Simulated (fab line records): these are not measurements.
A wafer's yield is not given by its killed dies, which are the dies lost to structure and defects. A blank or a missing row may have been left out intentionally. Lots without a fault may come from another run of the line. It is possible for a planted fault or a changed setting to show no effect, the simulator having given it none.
Matching of chambers | flow n5_finfet | 4 sister chambers for N5_BEOL_M14_TRENCH_ETCH_34 on rie_diel-03
The step etches SiO2 in C4F8/O2/Ar, target depth 556.65 nm, time 126.9 s. 8 wafers are shown with their chamber, then 7 later ones without.

## WAFERS PAIRED WITH THEIR CHAMBERS
wafer  | chamber | rf_vpp_V (V) | throttle_valve_pct (%)
L083.5 | 0       | 2242         | 30.52
L083.6 | 1       | 2223         | 30.77
L081.1 | 3       | 2199         | 31.11
L081.5 | 3       | 2199         | 31.11
L087.3 | 1       | 2223         | 30.81
L087.5 | 2       | 2185         | 31.46
L089.1 | 0       | 2243         | 30.52
L089.5 | 2       | 2183         | 31.44

## WAFERS MISSING THEIR CHAMBER
wafer  | rf_vpp_V (V) | throttle_valve_pct (%)
L089.6 | 2223         | 30.79
L088.1 | 2243         | 30.52
L088.4 | 2200         | 31.13
L088.5 | 2243         | 30.52
L094.1 | 2198         | 31.14
L094.5 | 2222         | 30.41
L094.6 | 2185         | 31.48

## CHAMBER TAKEN BY EACH
wafer  | from the rows above | in truth
L089.6 | 1                   | 1
L088.1 | 0                   | 0
L088.4 | 3                   | 3
L088.5 | 0                   | 0
L094.1 | 3                   | 3
L094.5 | 1                   | 1
L094.6 | 2                   | 2
Correctly placed: 7 of 7. Left unplaced by these rows: 0. Wrongly placed: 0.
How it was worked out, from the rows above alone: a wafer's distance from a chamber is the root of the sum, over the readings, of the square of ((its reading less the chamber's mean) divided by the reading's scatter). If the next closest chamber is less than 2 further off than the closest, the wafer can't be placed; otherwise it belongs to the closest. The mean given for a chamber averages the wafers shown for that chamber. The scatter is the square root of a quotient: the sum, over the shown wafers, of each reading's squared deviation from its chamber's mean, divided by wafers minus chambers.
